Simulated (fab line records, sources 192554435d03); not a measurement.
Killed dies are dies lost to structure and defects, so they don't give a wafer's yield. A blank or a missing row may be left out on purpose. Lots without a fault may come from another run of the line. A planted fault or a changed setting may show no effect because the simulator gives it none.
Chamber matching | flow n5_finfet | N5_GATE_CUT_STRIP_42 on rie_diel-06: 4 sister chambers
The step strips in O2. 4 wafers are shown with their chamber, then 8 later ones without.

WAFERS WITH THEIR CHAMBER
wafer  | chamber | drypump_motor_current_A (A)
L085.2 | 1       | 6.5
L085.3 | 3       | 6.0
L085.4 | 2       | 6.1
L087.1 | 0       | 5.2

WAFERS WITHOUT THEIR CHAMBER
wafer  | drypump_motor_current_A (A)
L087.2 | 6.0
L087.5 | 6.5
L090.3 | 6.1
L090.4 | 6.0
L090.5 | 6.0
L097.2 | 5.3
L097.3 | 6.1
L097.6 | 6.0

WHICH CHAMBER EACH WENT THROUGH
wafer  | from the rows above | in truth
L087.2 | 3                   | 3
L087.5 | 1                   | 1
L090.3 | 2                   | 2
L090.4 | 3                   | 3
L090.5 | 3                   | 3
L097.2 | 0                   | 0
L097.3 | 2                   | 2
L097.6 | 3                   | 3
Placed correctly: 8 of 8. Can't be placed from these rows: 0. Placed wrongly: 0.
How it was worked out, from the rows above alone: a wafer's distance from a chamber is the root of the sum, over the readings, of the square of ((its reading less the chamber's mean) divided by the reading's scatter). The wafer belongs to the nearest chamber; if the next one is less than 2 further off, it can't be placed. A chamber's mean is the mean of its shown wafers. The scatter: with one shown wafer a chamber, the root of the mean of the squares of how far each hidden wafer lies from its nearest shown one.
